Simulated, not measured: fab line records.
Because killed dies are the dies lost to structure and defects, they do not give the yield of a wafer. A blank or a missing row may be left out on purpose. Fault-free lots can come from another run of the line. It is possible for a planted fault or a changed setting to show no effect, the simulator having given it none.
fab line records	flow n5Finfet
[record] lots = 7	wafers = 21
route steps=1938 shown MOL_CONTACT_COAG@565 BEOL_M0_SAQP@643 BEOL_M0@726 BEOL_M3@938 BEOL_M4@1021
startH: hours from the record's opening day to when the first of the lot's shown wafers began	waitH: hours since the lot's step before	" identical to the entry in the row above	L1.1+2: a row that stands for several wafers	- no value present, or no start provided	* or withheld: withheld	< > ~ a bound
route shown NAME@n: names a module that has steps shown in the file, with the first one's number in the route	usual: average and standard deviation across the fault-free wafers	same: alike in all rows	chamber/n: place in a boat	sites: each site's reading	_std_site: standard deviation across them	_edge_site: mean of outer sites minus mean of inner sites	radiusMm: for every site, how far away it sits from the centre of the wafer	mask NAME#n: copy n	behind: the most recent tool/chamber to have shaped the wafer	hold: why the lot went on hold/how many hours it stayed there/how the hold came to an end	device: names the non-switching transistor (n, p or np)	end of line: at the end of the route, the tests of the same wafers	where a step has no rows: the recipe by itself	killed: count of dies lost to structure and defects at first sort (not the wafer's yield)	map: a wafer's dies, marking killed ones x, the rest . and places with no die _
set.NAME: the run value of the setting; set.NAME@STEP: its run value at that earlier step	model.NAME: the simulator's own value behind a step, which no gauge read
lots with deliberately changed settings; one table per step, one row per wafer
[[steps]]
[step N5_MOL_CONTACT_COAG_COAT_76]
[recipe] resist = SiARC	tempC = 220	timeS = 60	spinRpm = 1500	resistThkNm = 10
lot.wafer	tool	chamber	startH	waitH	set.spinRpm	model.SiARC_of_MOL_CONTACT_COAG_COAT_76.thkNm
L079.2	lithoTrack-02	0	-	-	1576	9.8
L079.5+6	"	0	"	"	1500	10
L080.1+2	lithoTrack-02	0	-	-	1606	9.6
L080.3	"	0	"	"	1500	10
L082.4+5	lithoTrack-04	0	-	-	1500	10
L082.6	"	0	"	"	1650	9.6
L088.1+2+5	lithoTrack-04	0	-	-	1500	10
L090.1+3	lithoTrack-04	0	-	-	1623	9.6
L090.4	"	0	"	"	1500	10
L094.2+3	lithoTrack-02	0	-	-	1367	10.6
L094.4	"	0	"	"	1500	10
L097.1+4	lithoTrack-02	0	-	-	1500	10
L097.2	"	0	"	"	1370	10.6
[step N5_MOL_CONTACT_COAG_COAT_77]
[recipe] resist = underlayer	tempC = 205	timeS = 60	spinRpm = 1500	resistThkNm = 10
[step N5_MOL_CONTACT_COAG_COAT_78]
[recipe] resist = CAR-EUV	spinRpm = 1500	resistThkNm = 40
[step N5_MOL_CONTACT_COAG_DESCUM_88]
[recipe] chemistry = O2	timeS = 7	sourcePowerW = 50	biasPowerW = 20	pressureMtorr = 20	rfFrequencyHz = 2.712e+07	tempC = 40	resist = CAR-EUV	o2FlowSccm = 225
[step N5_MOL_CONTACT_COAG_ETCH_89]
[recipe] chemistry = N2/H2	target = underlayer	targetDepthA = 130	maskMaterial = CAR-EUV	timeS = 10.4	ionEnergyEv = 200	pressureMtorr = 30	sourceW = 840	biasW = 150	n2FlowSccm = 200	h2FlowSccm = 200	ends = cleared
[step N5_MOL_CONTACT_COAG_ETCH_90]
[recipe] chemistry = CF4	target = SiARC	targetDepthA = 130	maskMaterial = CAR-EUV	timeS = 21.7	ionEnergyEv = 80	pressureMtorr = 40	sourceW = 545	biasW = 36	Ar_flow_sccm = 100	cf4FlowSccm = 100	ends = cleared
lot.wafer	tool	chamber	startH	waitH	set.spinRpm@MOL_CONTACT_COAG_COAT_76	model.etch.depthNm
L079.2	rieDiel-02	3	129.71	0.0	1576	9.768
L079.5	"	3	"	"	1500	10.05
L079.6	"	2	"	"	1500	10.03
L080.1	rieDiel-02	1	130.19	0.0	1606	9.668
L080.2	"	3	"	"	1606	9.666
L080.3	"	0	"	"	1500	9.996
L082.4	rieDiel-01	0	148.57	0.0	1500	10.03
L082.5	"	2	"	"	1500	10.01
L082.6	"	3	"	"	1650	9.551
L088.1	rieDiel-01	1	187.05	0.0	1500	10
L088.2	"	3	"	"	1500	10.03
L088.5	"	2	"	"	1500	10.01
L090.1	rieDiel-02	1	198.12	0.0	1623	9.593
L090.3	"	0	"	"	1623	9.578
L090.4	"	2	"	"	1500	9.987
L094.2	rieDiel-02	3	219.01	0.0	1367	10.52
L094.3	"	2	"	"	1367	10.53
L094.4	"	0	"	"	1500	10.04
L097.1	rieDiel-01	3	240.80	0.0	1500	10.02
L097.2	"	0	"	"	1370	10.53
L097.4	"	1	"	"	1500	10.03
[step N5_BEOL_M0_SAQP_COAT_08]
[recipe] resist = CAR-ArF	spinRpm = 1500	resistThkNm = 90
lot.wafer	tool	chamber	startH	waitH	set.spinRpm	model.CAR-ArF_of_BEOL_M0_SAQP_COAT_08.thkNm
L079.2	lithoTrack-05	0	-	-	1500	90
L079.5+6	"	0	"	"	1500	89.8
L080.1	lithoTrack-05	0	-	-	1500	90.4
L080.2	"	0	"	"	1638	86
L080.3	"	0	"	"	1500	90
L082.4	lithoTrack-05	0	-	-	1500	90.4
L082.5	"	0	"	"	1633	86.2
L082.6	"	0	"	"	1500	90
L088.1+2+5	lithoTrack-05	0	-	-	1500	90
L090.1	lithoTrack-03	0	-	-	1500	89.8
L090.3	"	0	"	"	1500	90
L090.4	"	0	"	"	1626	86.4
L094.2	lithoTrack-01	0	-	-	1454	91.4
L094.3	"	0	"	"	1500	89.8
L094.4	"	0	"	"	1500	90
L097.1	lithoTrack-03	0	-	-	1447	91.6
L097.2	"	0	"	"	1500	90
L097.4	"	0	"	"	1447	91.4
[step N5_BEOL_M0_SAQP_EXPOSE_11]
[recipe] maskId = M0_CORE	na = 1.35	sourceShape = dipole	sigmaInner = 0.538	sigmaOuter = 0.738	polarization = te	targetCdNm = 42	doseMj = 55
lot.wafer	tool	chamber	startH	waitH	mask	set.doseMj
L079.2	arfiScanner-01	0	137.77	-	M0_CORE#0	55
L079.5+6	"	0	"	"	M0_CORE#0	57.44
L080.1+2+3	arfiScanner-03	0	141.46	-	M0_CORE#0	55
L082.4+6	arfiScanner-02	0	157.77	-	M0_CORE#0	55
L082.5	"	0	"	"	M0_CORE#0	57.75
L088.1+2+5	arfiScanner-03	0	196.50	-	M0_CORE#0	55
L090.1	arfiScanner-03	0	206.59	-	M0_CORE#0	57.6
L090.3+4	"	0	"	"	M0_CORE#0	55
L094.2+3+4	arfiScanner-02	0	226.95	-	M0_CORE#0	55
L097.1	arfiScanner-03	0	264.17	-	M0_CORE#0	53.08
L097.2+4	"	0	"	"	M0_CORE#0	55
[step N5_BEOL_M0_SAQP_PEB_12]
[recipe] pebTempC = withheld	pebTimeS = 60	resist = CAR-ArF
[step N5_BEOL_M0_SAQP_DEVELOP_13]
[recipe] developTimeS = 30	developer = TMAH	resist = CAR-ArF	devTempC = 23	rinseLiquid = diw	dry = airSpin
lot.wafer	tool	chamber	startH	waitH	set.spinRpm@BEOL_M0_SAQP_COAT_08	model.CAR-ArF_of_BEOL_M0_SAQP_COAT_08.thkNm
L079.2+6	lithoTrack-01	0	-	-	1500	88.2
L079.5	"	0	"	"	1500	88
L080.1	lithoTrack-05	0	-	-	1500	88.8
L080.2	"	0	"	"	1638	84.2
L080.3	"	0	"	"	1500	88.2
L082.4	lithoTrack-03	0	-	-	1500	88.6
L082.5	"	0	"	"	1633	84.4
L082.6	"	0	"	"	1500	88.2
L088.1	lithoTrack-05	0	-	-	1500	88.2
L088.2+5	"	0	"	"	1500	88.4
L090.1	lithoTrack-01	0	-	-	1500	88
L090.3	"	0	"	"	1500	88.2
L090.4	"	0	"	"	1626	84.6
L094.2	lithoTrack-05	0	-	-	1454	89.6
L094.3	"	0	"	"	1500	88
L094.4	"	0	"	"	1500	88.4
L097.1+4	lithoTrack-03	0	-	-	1447	89.8
L097.2	"	0	"	"	1500	88.4
[step N5_BEOL_M0_SAQP_COAT_72]
[recipe] resist = SiARC	tempC = 220	timeS = 60	spinRpm = 1500	resistThkNm = 15
lot.wafer	tool	chamber	startH	waitH	set.spinRpm	model.SiARC_of_BEOL_M0_SAQP_COAT_72.thkNm
L079.2+5+6	lithoTrack-03	0	-	-	1500	15.2
L080.1+2	lithoTrack-03	0	-	-	1667	14.2
L080.3	"	0	"	"	1500	15
L082.4+6	lithoTrack-01	0	-	-	1500	15
L082.5	"	0	"	"	1397	15.6
L088.1+2+5	lithoTrack-03	0	-	-	1500	15
L090.1+4	lithoTrack-03	0	-	-	1500	15
L090.3	"	0	"	"	1609	14.6
L094.2	lithoTrack-05	0	-	-	1546	14.8
L094.3+4	"	0	"	"	1500	15
L097.1+2	lithoTrack-03	0	-	-	1500	15
L097.4	"	0	"	"	1449	15.2
[step N5_BEOL_M0_SAQP_COAT_87]
[recipe] resist = underlayer	tempC = 205	timeS = 60	spinRpm = 1500	resistThkNm = 5
[step N5_BEOL_M0_SAQP_COAT_34]
[recipe] resist = CAR-EUV	spinRpm = 1500	resistThkNm = 30
[step N5_BEOL_M0_SAQP_DESCUM_45]
[recipe] chemistry = O2	timeS = 7	sourcePowerW = 50	biasPowerW = 20	pressureMtorr = 20	rfFrequencyHz = 2.712e+07	tempC = 40	resist = CAR-EUV	o2FlowSccm = 225
[step N5_BEOL_M0_SAQP_ETCH_88]
[recipe] chemistry = N2/H2	target = underlayer	targetDepthA = 65	timeS = 5.2	ionEnergyEv = 200	maskMaterial = CAR-EUV	pressureMtorr = 30	sourceW = 840	biasW = 150	n2FlowSccm = 200	h2FlowSccm = 200	ends = cleared
[step N5_BEOL_M0_SAQP_ETCH_73]
[recipe] chemistry = CF4	target = SiARC	targetDepthA = 195	maskMaterial = CAR-EUV	timeS = 32.5	ionEnergyEv = 80	pressureMtorr = 40	sourceW = 545	biasW = 36	Ar_flow_sccm = 100	cf4FlowSccm = 100	ends = cleared
lot.wafer	tool	chamber	startH	waitH	set.spinRpm@BEOL_M0_SAQP_COAT_72	model.etch.depthNm
L079.2	rieDiel-05	0	142.21	0.0	1500	15.12
L079.5	"	0	"	"	1500	15.17
L079.6	"	2	"	"	1500	15.15
L080.1	rieDiel-03	2	146.05	0.0	1667	14.29
L080.2	"	0	"	"	1667	14.27
L080.3	"	3	"	"	1500	15.02
L082.4	rieDiel-05	1	161.97	0.0	1500	15.04
L082.5	"	2	"	"	1397	15.6
L082.6	"	1	"	"	1500	15
L088.1+5	rieDiel-05	1,2	201.44	0.0	1500	15.03
L088.2	"	0	"	"	1500	15.04
L090.1	rieDiel-03	1	210.61	0.0	1500	15.07
L090.3	"	0	"	"	1609	14.56
L090.4	"	3	"	"	1500	15.05
L094.2	rieDiel-06	1	231.19	0.0	1546	14.82
L094.3	"	0	"	"	1500	15.07
L094.4	"	3	"	"	1500	15.03
L097.1	rieDiel-06	0	268.52	0.0	1500	15.02
L097.2	"	2	"	"	1500	15.01
L097.4	"	1	"	"	1449	15.25
[step N5_BEOL_M0_ETCH_109]
[recipe] chemistry = CH3F/O2	targetDepthA = 80	overetchA = 24	target = SiCN	timeS = 27.4	ionEnergyEv = 120	pressureMtorr = 30	sourceW = 395	biasW = 75	Ar_flow_sccm = 150	CH3F_flow_sccm = 30	O2_flow_sccm = 20
[usual] rfVppV = 297.5/1.3
lot.wafer	tool	chamber	startH	waitH	set.biasW	rfVppV
L079.2	rieDiel-04	3	144.49	0.1	75	298.1
L079.5	"	1	"	"	75	300.0
L079.6	"	0	"	"	75	295.6
L080.1	rieDiel-02	2	154.49	0.0	84.5	319.2
L080.2	"	3	"	"	84.5	320.5
L080.3	"	1	"	"	84.5	318.4
L082.4	rieDiel-04	1	168.69	0.1	75	300.2
L082.5	"	2	"	"	79.51	308.1
L082.6	"	3	"	"	79.51	308.4
L088.1	rieDiel-01	1	206.57	0.1	75	299.1
L088.2	"	0	"	"	75	298.9
L088.5	"	1	"	"	75	297.4
L090.1	rieDiel-02	3	213.09	0.0	75	296.8
L090.3	"	0	"	"	82.33	314.2
L090.4	"	2	"	"	82.33	313.4
L094.2	rieDiel-01	3	236.10	0.0	81.7	315.4
L094.3	"	2	"	"	81.7	313.9
L094.4	"	1	"	"	75	298.2
L097.1	rieDiel-01	0	275.17	1.6	75	297.9
L097.2	"	3	"	"	64.3	269.9
L097.4	"	2	"	"	64.3	270.7
[step N5_BEOL_M3_COAT_05]
[recipe] resist = CAR-EUV	spinRpm = 1500	resistThkNm = 30
lot.wafer	tool	chamber	startH	waitH	set.spinRpm	model.CAR-EUV_of_BEOL_M3_COAT_05.thkNm
L079.2	lithoTrack-05	0	-	-	1500	30
L079.5	"	0	"	"	1456	30.4
L079.6	"	0	"	"	1456	30.6
L080.1	lithoTrack-04	0	-	-	1351	31.4
L080.2	"	0	"	"	1351	31.6
L080.3	"	0	"	"	1500	30
L082.4+6	lithoTrack-05	0	-	-	1500	30
L082.5	"	0	"	"	1500	29.8
L088.1+2	lithoTrack-05	0	-	-	1500	30
L088.5	"	0	"	"	1500	30.2
L090.1	lithoTrack-02	0	-	-	1500	30
L090.3+4	"	0	"	"	1430	30.8
L094.2	lithoTrack-02	0	-	-	1556	29.6
L094.3	"	0	"	"	1500	30
L094.4	"	0	"	"	1556	29.4
L097.1	lithoTrack-05	0	-	-	1500	30
L097.2	"	0	"	"	1500	30.2
L097.4	"	0	"	"	1572	29.4
[step N5_BEOL_M3_EBR_07]
[recipe] solvent = PGMEA	ebrWidthMm = 1.5
[step N5_BEOL_M3_SOFTBAKE_06]
[recipe] tempC = 110	timeS = 60	resist = CAR-EUV
[step N5_BEOL_M3_EXPOSE_08]
[recipe] maskId = M3	na = 0.33	sourceShape = dipole	sigmaInner = 0.369	sigmaOuter = 0.767	polarization = unpolarized	doseMj = 33
[step N5_BEOL_M3_PEB_09]
[recipe] pebTempC = 100	pebTimeS = 60	resist = CAR-EUV
[step N5_BEOL_M3_DEVELOP_10]
[recipe] developTimeS = 30	developer = TMAH	resist = CAR-EUV	rinseLiquid = surfactantRinse	dry = airSpin	devTempC = 23
lot.wafer	tool	chamber	startH	waitH	set.spinRpm@BEOL_M3_COAT_05	model.CAR-EUV_of_BEOL_M3_COAT_05.thkNm
L079.2	lithoTrack-04	0	-	-	1500	29.6
L079.5+6	"	0	"	"	1456	30
L080.1+2	lithoTrack-02	0	-	-	1351	31
L080.3	"	0	"	"	1500	29.4
L082.4+5+6	lithoTrack-02	0	-	-	1500	29.4
L088.1+2+5	lithoTrack-05	0	-	-	1500	29.6
L090.1	lithoTrack-02	0	-	-	1500	29.6
L090.3+4	"	0	"	"	1430	30.4
L094.2+4	lithoTrack-05	0	-	-	1556	29
L094.3	"	0	"	"	1500	29.6
L097.1	lithoTrack-02	0	-	-	1500	29.6
L097.2	"	0	"	"	1500	29.8
L097.4	"	0	"	"	1572	29
[step N5_BEOL_M3_DESCUM_16]
[recipe] chemistry = O2	timeS = 7	sourcePowerW = 50	biasPowerW = 20	pressureMtorr = 20	rfFrequencyHz = 2.712e+07	tempC = 40	resist = CAR-EUV	o2FlowSccm = 225
[step N5_BEOL_M3_ETCH_74]
[recipe] chemistry = N2/H2	target = underlayer	targetDepthA = 65	maskMaterial = CAR-EUV	timeS = 5.2	ionEnergyEv = 200	pressureMtorr = 30	sourceW = 840	biasW = 150	n2FlowSccm = 200	h2FlowSccm = 200	ends = cleared
lot.wafer	tool	chamber	startH	waitH	set.spinRpm@BEOL_M3_COAT_05	model.CAR-EUV_of_BEOL_M3_COAT_05.thkNm
L079.2	rieDiel-03	3	168.90	0.0	1500	20.2
L079.5	"	2	"	"	1456	20.6
L079.6	"	0	"	"	1456	21
L080.1+2	rieDiel-03	1,2	186.03	0.0	1351	21.8
L080.3	"	3	"	"	1500	20.2
L082.4+5+6	rieDiel-05	1,2,3	192.59	0.0	1500	20.2
L088.1+2+5	rieDiel-06	0,1,1	237.97	0.0	1500	20.4
L090.1	rieDiel-05	3	253.08	0.0	1500	20.4
L090.3+4	"	1,2	"	"	1430	21.2
L094.2	rieDiel-05	1	261.08	0.0	1556	19.8
L094.3	"	3	"	"	1500	20.4
L094.4	"	0	"	"	1556	19.6
L097.1+2	rieDiel-06	0,2	304.54	0.0	1500	20.6
L097.4	"	1	"	"	1572	19.8
[step N5_BEOL_M4_ILD_DEP_00]
[recipe] material = SiOC	targetThkA = 790	tempC = 350	precursor = DEMS/O2	pressureTorr = 5	rfW = 500	timeS = 15.3
lot.wafer	tool	chamber	startH	waitH	set.timeS	model.SiOC_of_BEOL_M4_ILD_DEP_00.thkNm
L079.2+5	pecvd-03	1,2	175.44	0.0	15.3	78.2
L079.6	"	1	"	"	15.3	79.2
L080.1	pecvd-03	0	192.22	0.0	16.75	85.2
L080.2	"	2	"	"	15.3	76.8
L080.3	"	2	"	"	15.3	78
L082.4	pecvd-03	2	203.05	0.1	15.3	78.6
L082.5+6	"	2,0	"	"	13.2	68.4
L088.1+2	pecvd-02	1,2	250.82	0.0	15.3	77.6
L088.5	"	1	"	"	15.3	79.4
L090.1	pecvd-02	0	262.86	0.0	15.3	78.2
L090.3	"	1	"	"	15.3	79
L090.4	"	1	"	"	15.3	80.2
L094.2	pecvd-02	1	269.70	0.0	14.36	73.6
L094.3	"	0	"	"	15.3	77.2
L094.4	"	1	"	"	15.3	78.6
L097.1	pecvd-03	2	311.21	0.0	14.37	72.4
L097.2	"	0	"	"	15.3	78.2
L097.4	"	0	"	"	14.37	73.2
[step N5_BEOL_M4_THK_MEAS_01]
[recipe] reads = SiOC_of_BEOL_M4_ILD_DEP_00
[usual] M4_ILD_THK = 78.6/1
lot.wafer	tool	chamber	startH	waitH	set.timeS@BEOL_M4_ILD_DEP_00	M4_ILD_THK[nm]
L079.2	filmMetro-02	-	175.51	0.1	15.3	78.2
L079.5	"	-	"	"	15.3	78.2
L079.6	"	-	"	"	15.3	79.2
L080.1	filmMetro-02	-	192.30	0.1	16.75	85.1
L080.2	"	-	"	"	15.3	76.8
L080.3	"	-	"	"	15.3	78.1
L082.4	filmMetro-02	-	203.12	0.1	15.3	78.6
L082.5	"	-	"	"	13.2	68.4
L082.6	"	-	"	"	13.2	68.4
L088.1	filmMetro-01	-	250.89	0.0	15.3	77.7
L088.2	"	-	"	"	15.3	77.6
L088.5	"	-	"	"	15.3	79.3
L090.1	filmMetro-01	-	262.93	0.0	15.3	78.2
L090.3	"	-	"	"	15.3	79.0
L090.4	"	-	"	"	15.3	80.1
L094.2	filmMetro-02	-	269.77	0.1	14.36	73.6
L094.3	"	-	"	"	15.3	77.1
L094.4	"	-	"	"	15.3	78.6
L097.1	filmMetro-02	-	311.28	0.0	14.37	72.4
L097.2	"	-	"	"	15.3	78.3
L097.4	"	-	"	"	14.37	73.2
[step N5_BEOL_M4_PECVD_72]
[recipe] material = SiO2	targetThkA = 160	tempC = 400	precursor = TEOS/O2	pressureTorr = 5.5	rfW = 450	teosFlowSccm = 53.8	gas = O2	flowSccm = 3000	timeS = 18
lot.wafer	tool	chamber	startH	waitH	set.tempC	model.SiO2_of_BEOL_M4_PECVD_72.thkNm
L079.2	pecvd-02	1	175.55	0.0	413.7	14.2
L079.5	"	1	"	"	413.7	14.4
L079.6	"	2	"	"	400	16
L080.1	pecvd-03	2	192.34	0.0	400	15.4
L080.2	"	0	"	"	400	16
L080.3	"	2	"	"	400	15.8
L082.4	pecvd-01	1	203.17	0.1	400	16
L082.5	"	2	"	"	409.4	15.4
L082.6	"	0	"	"	400	16.2
L088.1+5	pecvd-03	2	250.92	0.0	400	15.8
L088.2	"	1	"	"	400	15.6
L090.1+4	pecvd-01	2,0	262.97	0.0	400	16
L090.3	"	1	"	"	383.8	17.8
L094.2+3	pecvd-01	1,2	269.81	0.0	400	16
L094.4	"	2	"	"	400	16.2
L097.1	pecvd-03	1	311.32	0.0	394.5	16.2
L097.2	"	2	"	"	394.5	16
L097.4	"	1	"	"	394.5	16.6
[step N5_BEOL_M4_COAT_67]
[recipe] resist = SOC	tempC = 250	timeS = 60	spinRpm = 1500	resistThkNm = 60
lot.wafer	tool	chamber	startH	waitH	set.spinRpm	model.SOC_of_BEOL_M4_COAT_67.thkNm
L079.2+6	lithoTrack-05	0	180.50	0.0	1500	60.2
L079.5	"	0	"	"	1500	60.4
L080.1+2+3	lithoTrack-03	0	193.43	0.0	1500	60
L082.4	lithoTrack-05	0	206.83	0.0	1500	59.6
L082.5+6	"	0	"	"	1394	62.2
L088.1+2+5	lithoTrack-01	0	251.97	0.0	1500	60
L090.1+3+4	lithoTrack-05	0	266.09	0.0	1500	60
L094.2	lithoTrack-05	0	272.98	0.0	1500	60
L094.3	"	0	"	"	1658	57
L094.4	"	0	"	"	1500	59.8
L097.1+2+4	lithoTrack-01	0	313.87	0.0	1500	60
[[key]]
[split] step = N5_MOL_CONTACT_COAG_COAT_76	setting = spinRpm	stated = 1500	by = wafer
[response] step = N5_MOL_CONTACT_COAG_COAT_76	reading = model.SiARC_of_MOL_CONTACT_COAG_COAT_76.thkNm	change = -0.0546	per = 1%	r = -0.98
[response] step = N5_MOL_CONTACT_COAG_ETCH_90	reading = model.etch.depthNm	change = -0.0514	per = 1%	r = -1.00
[split] step = N5_BEOL_M0_SAQP_COAT_08	setting = spinRpm	stated = 1500	by = wafer
[response] step = N5_BEOL_M0_SAQP_COAT_08	reading = model.CAR-ArF_of_BEOL_M0_SAQP_COAT_08.thkNm	change = -0.444	per = 1%	r = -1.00
[response] step = N5_BEOL_M0_SAQP_DEVELOP_13	reading = model.CAR-ArF_of_BEOL_M0_SAQP_COAT_08.thkNm	change = -0.445	per = 1%	r = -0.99
[split] step = N5_BEOL_M0_SAQP_EXPOSE_11	setting = doseMj	stated = 55	by = wafer
response none clear
[split] step = N5_BEOL_M0_SAQP_COAT_72	setting = spinRpm	stated = 1500	by = wafer
[response] step = N5_BEOL_M0_SAQP_COAT_72	reading = model.SiARC_of_BEOL_M0_SAQP_COAT_72.thkNm	change = -0.0703	per = 1%	r = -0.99
[response] step = N5_BEOL_M0_SAQP_ETCH_73	reading = model.etch.depthNm	change = -0.0711	per = 1%	r = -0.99
[split] step = N5_BEOL_M0_ETCH_109	setting = biasW	stated = 75	by = wafer
[response] step = N5_BEOL_M0_ETCH_109	reading = rfVppV	change = +1.82	per = 1%	r = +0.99
[split] step = N5_BEOL_M3_COAT_05	setting = spinRpm	stated = 1500	by = wafer
[response] step = N5_BEOL_M3_COAT_05	reading = model.CAR-EUV_of_BEOL_M3_COAT_05.thkNm	change = -0.153	per = 1%	r = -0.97
[response] step = N5_BEOL_M3_DEVELOP_10	reading = model.CAR-EUV_of_BEOL_M3_COAT_05.thkNm	change = -0.159	per = 1%	r = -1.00
[response] step = N5_BEOL_M3_ETCH_74	reading = model.CAR-EUV_of_BEOL_M3_COAT_05.thkNm	change = -0.168	per = 1%	r = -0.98
[split] step = N5_BEOL_M4_ILD_DEP_00	setting = timeS	stated = 15.3	by = wafer
[response] step = N5_BEOL_M4_ILD_DEP_00	reading = model.SiOC_of_BEOL_M4_ILD_DEP_00.thkNm	change = +0.774	per = 1%	r = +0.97
[response] step = N5_BEOL_M4_THK_MEAS_01	reading = M4_ILD_THK	change = +0.772	per = 1%	r = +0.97
[split] step = N5_BEOL_M4_PECVD_72	setting = tempC	stated = 400	by = wafer
[response] step = N5_BEOL_M4_PECVD_72	reading = model.SiO2_of_BEOL_M4_PECVD_72.thkNm	change = -0.438	per = 1%	r = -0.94
[split] step = N5_BEOL_M4_COAT_67	setting = spinRpm	stated = 1500	by = wafer
[response] step = N5_BEOL_M4_COAT_67	reading = model.SOC_of_BEOL_M4_COAT_67.thkNm	change = -0.304	per = 1%	r = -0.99
